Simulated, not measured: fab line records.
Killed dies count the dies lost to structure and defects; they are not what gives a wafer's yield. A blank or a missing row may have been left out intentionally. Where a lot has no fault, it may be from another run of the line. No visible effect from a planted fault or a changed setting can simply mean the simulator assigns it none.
Chamber matching | flow nand-harc | NHARC_P_M0_DEP_32 on pecvd-04: 3 sister chambers
The step deposits SiCN, target thk 30 nm. 6 wafers are shown with their chamber, then 11 later ones without.

== EACH WAFER AND ITS CHAMBER ==
wafer  | chamber | showerhead-vpp-V (V) | heater-power-w (W)
L079.4 | 1       | 1238                 | 698
L079.6 | 2       | 1272                 | 621
L080.2 | 2       | 1273                 | 597
L080.4 | 0       | 1309                 | 632
L080.5 | 1       | 1232                 | 651
L081.2 | 0       | 1317                 | 660

== WAFERS MISSING THEIR CHAMBER ==
wafer  | showerhead-vpp-V (V) | heater-power-w (W)
L081.4 | 1280                 | 618
L081.5 | 1243                 | 698
L090.1 | 1300                 | 658
L090.2 | 1254                 | 644
L090.3 | 1252                 | 642
L093.3 | 1294                 | 656
L093.5 | 1261                 | 649
L093.6 | 1301                 | 651
L094.1 | 1273                 | 576
L094.4 | 1281                 | 580
L094.5 | 1248                 | 620

== WHICH CHAMBER EACH ONE RAN IN ==
wafer  | from the rows above     | in truth
L081.4 | 2                       | 2
L081.5 | 1                       | 1
L090.1 | 0                       | 0
L090.2 | can't be placed: 2 or 1 | 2
L090.3 | can't be placed: 1 or 2 | 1
L093.3 | can't be placed: 0 or 2 | 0
L093.5 | 2                       | 2
L093.6 | 0                       | 0
L094.1 | 2                       | 2
L094.4 | 2                       | 2
L094.5 | 1                       | 1
8 of 11 placed correctly. Not placeable from these rows: 3 (in 3, the candidates include the true chamber). Placed wrongly: 0.
How it was worked out, from the rows above alone: a wafer's distance from a chamber is the root of the sum, over the readings, of the square of ((its reading less the chamber's mean) divided by the reading's scatter). If the next closest chamber is less than 2 further off than the closest, the wafer can't be placed; otherwise it belongs to the closest. Each chamber's mean is taken over the wafers shown for it. How the scatter is found: for the shown wafers, subtract from each reading the mean of its chamber, square and add these, divide the total by (wafers less chambers), then take the root.
